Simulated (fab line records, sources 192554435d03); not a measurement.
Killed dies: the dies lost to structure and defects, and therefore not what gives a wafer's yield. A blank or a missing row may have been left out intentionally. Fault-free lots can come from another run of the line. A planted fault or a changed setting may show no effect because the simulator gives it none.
8D (eight disciplines) problem report, filled in by code | flow n5 finfet | the parts of the form that need people (team, actions taken, sign-off) are left out

## 1. THE PROBLEM
At N5_HKMG_FIN_CMP_94, platen rpm averages 48.28 rpm over 2 wafers from 2 lots, while fault-free wafers read 50.29 rpm, standard deviation 0.034. Relative to the usual mean, that is a shift of -59 standard deviations.
The step: polishes, stops on SiNx, t overpolish 4.7 s, target thk 43.299 nm.
Seen first at day 6 15:05 on cmp-04, wafer L290.5. The record has a number at this step for 18 wafers belonging to 6 lots. The rule behind "out" and "out of limits": a value lying over 4 standard deviations away from the usual mean. The rest of the wafers with a number are treated as sound.

## 2. WHAT IT IS AND WHAT IT IS NOT
question                    | is               | is not
which readings at this step | platen rpm       | motor current A, retaining ring pressure frac
which lots                  | L290, L293       | L283, L292, L299, L303
which wafers of those lots  | L290.5, L293.6   | L290.4, L290.6, L293.2, L293.3
read on which tools         | cmp-04           | cmp-01, cmp-03
when                        | from day 6 15:05 | up to then (5 sound wafers); but 11 sound wafers of L292, L293, L299, L303 came after

## 3. WHAT RULES OUT EACH SUSPECT
Counting: any tool at a process step up to the reading remains a suspect provided it ran every lot that is out. Sound lots after the first of them don't rule it out here, since some wafers of a struck lot are sound.
- cvd w-02 at N5_HKMG_FIN_ALD_72 (deposits W, target thk 2 nm, pulse time 1 s, purge time 2 s): kept. It ran every lot that is out, first L290 (day 6 14:25).
- cmp-04 at N5_HKMG_FIN_CMP_23 (polishes, stops on SiNx, t overpolish 10 s, target thk 46.326 nm): kept. Every lot that is out went through it, the first being L290 (day 6 14:39); the last sound lot it ran before that was L283 (day 4 22:41).
- cmp-04 at N5_HKMG_FIN_CMP_94 (polishes, stops on SiNx, t overpolish 4.7 s, target thk 43.299 nm): kept. Every lot that is out went through it, the first being L290 (day 6 15:05); the last sound lot it ran before that was L283 (day 4 23:10). Its own readings are out on those wafers: platen rpm.
- Within cmp-04 at N5_HKMG_FIN_CMP_23: the wafers that are out ran in chamber 2; their sound lot-mates ran in chambers 1, 3.
- Within cmp-04 at N5_HKMG_FIN_CMP_94: the wafers that are out ran in chamber 2; their sound lot-mates ran in chambers 1, 3.
Still standing after the count: cvd w-02 at N5_HKMG_FIN_ALD_72, cmp-04 at N5_HKMG_FIN_CMP_23, cmp-04 at N5_HKMG_FIN_CMP_94.

## 4. THE CAUSE (what the simulator had put in)
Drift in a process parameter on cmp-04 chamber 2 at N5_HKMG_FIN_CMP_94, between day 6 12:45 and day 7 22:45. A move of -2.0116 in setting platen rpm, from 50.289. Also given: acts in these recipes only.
Counting left 3 suspects, and this tool is among them.

## 5. SEQUENCE OF EFFECTS, ordered by route
Rows list readings where the struck wafers' mean (over those with a number) sits beyond 3 standard deviations from the usual. Scope: only readings with a usual standard deviation given in the record; hours: median across lots of the time from each lot's start at the first step in this table that gives one to its start at this step; sigmas: change in usual standard deviations.
hours | step               | reading    | usual     | on struck wafers | change | sigmas
0     | N5_HKMG_FIN_CMP_94 | platen rpm | 50.29 rpm | 48.28            | -2.01  | -59
Its process steps:
- N5_HKMG_FIN_CMP_94: polishes, stops on SiNx, t overpolish 4.7 s, target thk 43.299 nm.
Later measuring or inspecting steps at which every struck wafer that the step has a row for has a number for every such reading, and none has moved that far: N5_BEOL_M4_RC_MEAS_101.

## 6. HOW IT WOULD HAVE BEEN CAUGHT EARLIER
The fault began at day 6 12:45; the first out-of-limits reading in this record came at day 6 15:05, 2 hours later.
